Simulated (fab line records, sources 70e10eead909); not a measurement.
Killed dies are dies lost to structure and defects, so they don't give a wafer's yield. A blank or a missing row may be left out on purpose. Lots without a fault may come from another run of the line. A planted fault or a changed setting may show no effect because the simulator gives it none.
Chamber matching | flow nand_harc | NHARC_A_DECK1_JOINT_DEP_16 on pecvd-01: 3 sister chambers
The step deposits SiO2, target thk 45 nm. 3 wafers are shown with their chamber, then 8 later ones without.

WAFERS WITH THEIR CHAMBER
wafer  | chamber | heater_power_w (W)
L081.1 | 2       | 799
L081.5 | 1       | 648
L086.2 | 0       | 481

WAFERS WITHOUT THEIR CHAMBER
wafer  | heater_power_w (W)
L086.4 | 750
L086.5 | 459
L087.2 | 650
L087.3 | 456
L087.4 | 473
L092.2 | 739
L092.4 | 704
L092.6 | 491

WHICH CHAMBER EACH WENT THROUGH
wafer  | from the rows above     | in truth
L086.4 | can't be placed: 2 or 1 | 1
L086.5 | 0                       | 0
L087.2 | 1                       | 1
L087.3 | 0                       | 0
L087.4 | 0                       | 0
L092.2 | can't be placed: 2 or 1 | 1
L092.4 | can't be placed: 1 or 2 | 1
L092.6 | 0                       | 0
Placed correctly: 5 of 8. Can't be placed from these rows: 3 (the true chamber is among the candidates in 3). Placed wrongly: 0.
How it was worked out, from the rows above alone: a wafer's distance from a chamber is the root of the sum, over the readings, of the square of ((its reading less the chamber's mean) divided by the reading's scatter). The wafer belongs to the nearest chamber; if the next one is less than 2 further off, it can't be placed. A chamber's mean is the mean of its shown wafers. The scatter: with one shown wafer a chamber, the root of the mean of the squares of how far each hidden wafer lies from its nearest shown one.
